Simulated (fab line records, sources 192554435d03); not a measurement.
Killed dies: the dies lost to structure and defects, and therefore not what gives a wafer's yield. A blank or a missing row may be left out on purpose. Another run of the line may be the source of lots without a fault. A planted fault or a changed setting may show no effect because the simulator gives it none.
Struck lot and sound lot, side by side    flow n5-finfet    39 steps out of a route of 1938
Sound: the wafers L525.3, L525.4, L525.5. Struck: wafer L537.4 (left out: L537.5, a lot-mate that was not struck); the cause follows at the end.
For every step that has rows: the tool of each side, followed by ch and its chambers, followed by its first start. Under that, the readings that differ: sound wafers    struck wafers    difference of the means    sigmas: that difference in standard deviations of wafers without a fault.
alike: a reading whose means differ by less than 2 such deviations, as well as words and numbers matching on both sides. not compared: withheld readings; readings where some wafer has no value; bounds like >300 that might hide an equal value; numbers whose values overlap and for which the record gives no deviation.
Wherever a step has rows on one side only, a row that says differs or no value, or a row with sigmas, the two part there. When numbers do not overlap yet have no deviation, they are printed without sigmas and do not part them. Lack of a reading on every wafer of one side parts them only where that side has two or more wafers.

first, 9 steps without rows for these wafers: N5_BEOL_M2_SOFTBAKE_23 (time 60 s); N5_BEOL_M2_EXPOSE_25 (exposes mask V1, defocus 5 nm); N5_BEOL_M2_PEB_26 (peb time 60 s); N5_BEOL_M2_DEVELOP_27 (develop time 30 s); N5_BEOL_M2_DESCUM_33 (chemistry O2, time 7 s); N5_BEOL_M2_ETCH_77 (etches underlayer in N2/H2, target depth 6.5 nm, time 5.2 s); N5_BEOL_M2_ETCH_69 (etches SiARC in CF4, target depth 15.6 nm, time 26 s); N5_BEOL_M2_ALD_98 (deposits SiO2, target thk 2.5 nm, pulse time 1 s, co reactant pulse time 1 s); N5_BEOL_M2_ETCHBACK_99 (etches SiO2 in CHF3, target depth 5 nm, time 10.4 s).
N5_BEOL_M2_ETCH_70: etches SOC in N2/H2, target depth 80 nm, overetch 24 nm, time 130 s.
  sound on rie-diel-06 ch 0,1,3, day 8 04:02; struck on rie-diel-06 ch 0, day 11 02:22
reading                                     sound              struck  difference  sigmas
model.etch.depth-nm (nm)                    60.02 59.88 60.16  52.76   -7.26       
model.SiARC_of_BEOL_M2_COAT_68.thk-nm (nm)  5.6 6 6.2          9       +3          
  alike: drypump-motor-current-A, oes-product-au, rf-vpp-V, showerhead-plenum-p-Torr, throttle-valve-pct
  not compared: rf-hours-counter-h
then, 27 steps without rows for these wafers: N5_BEOL_M2_STRIP_71 (strips in N2/H2); N5_BEOL_M2_STRIP_78 (strips in N2/H2); N5_BEOL_M2_VIA_ETCH_34 (etches the open film in C4F6/O2, target depth 69.4 nm, time 65.9 s); N5_BEOL_M2_STRIP_83 (strips in C4F6/O2); N5_BEOL_M2_STRIP_36 (strips in N2/H2); N5_BEOL_M2_TRENCH_ETCH_37 (etches SiOC in C4F6/O2, target depth 55.555 nm, time 29.2 s); N5_BEOL_M2_ETCH_41 (etches SiCN in CH3F/O2, target depth 29.9 nm, time 52.5 s); N5_BEOL_M2_STRIP_97 (strips in N2/H2, time 10 s); N5_BEOL_M2_HM_STRIP_39 (strips TiN in peroxide tin strip, target depth 25 nm, time 158 s); N5_BEOL_M2_SRD_40 (time 30 s); N5_BEOL_M2_PRECLEAN_42 (cleans in residue remover, time 60 s); N5_BEOL_M2_SRD_43 (time 30 s); N5_BEOL_M2_DEGAS_44 (time 60 s); N5_BEOL_M2_PRE_CLEAN_45 (time 30 s); N5_BEOL_M2_ALD_84 (deposits TaN, pulse time 2 s, purge time 3 s, co reactant purge time 2 s); N5_BEOL_M2_SURFACE_TREAT_85; N5_BEOL_M2_CVD_47 (deposits Co from CCTBA/H2, target thk 3 nm, time 223.8 s); N5_BEOL_M2_SPUTTER_48 (material Cu, target thk 4.5 nm, time 8.29 s); N5_BEOL_M2_ANNEAL_49 (time 240 s); N5_BEOL_M2_SPUTTER_79 (material Cu, target thk 4.5 nm, time 8.29 s); N5_BEOL_M2_ANNEAL_80 (time 240 s); N5_BEOL_M2_SPUTTER_81 (material Cu, target thk 4.5 nm, time 8.29 s); N5_BEOL_M2_ANNEAL_82 (time 240 s); N5_BEOL_M2_SPUTTER_86 (material Cu, target thk 4.5 nm, time 8.29 s); N5_BEOL_M2_ANNEAL_87 (time 240 s); N5_BEOL_M2_SPUTTER_88 (material Cu, target thk 4.5 nm, time 8.29 s); N5_BEOL_M2_ANNEAL_89 (time 240 s).
N5_BEOL_M4_RC_MEAS_101:
  the record has rows for the sound wafers here (prober-02 ch 0, day 9 12:44) and none for the struck ones
-- record jumps: 6 days separate the struck wafers' starts on either side; left off in module BEOL_M4, taken up again in module PASSIVATION, whose first shown step is the route's number 1936 --
N5_PASSIVATION_PROBE_49:
  sound on prober-01, day 13 16:05; struck on prober-02, day 16 16:43
reading                   sound           struck  difference  sigmas
defect-limited-yield (%)  91.9 91.2 90.9  5.9     -85.4       -57
killed_at_M0_to_M3        30 17 29        1027    +1002       +99 or more
killed-dies               96 104 107      1110    +1008       +56
killed-on-rim             15 13 12        144     +131        +31
sort_bin_5_function (%)   4.7 6.0 5.1     89.7    +84.4       +84
sort-n-pass               1084 1076 1073  70      -1008       -56
sort-yield-pct (%)        91.9 91.2 90.9  5.9     -85.4       -57
  alike: killed_at_M4_up, killed-at-contacts, killed-at-front-end, killed-at-other, killed-open, killed-short, sort_bin_6_memory

== WHERE THEY PART ==
At N5_BEOL_M4_RC_MEAS_101 first; at N5_PASSIVATION_PROBE_49 last (within this record only).

WHY: the cause the simulator had injected
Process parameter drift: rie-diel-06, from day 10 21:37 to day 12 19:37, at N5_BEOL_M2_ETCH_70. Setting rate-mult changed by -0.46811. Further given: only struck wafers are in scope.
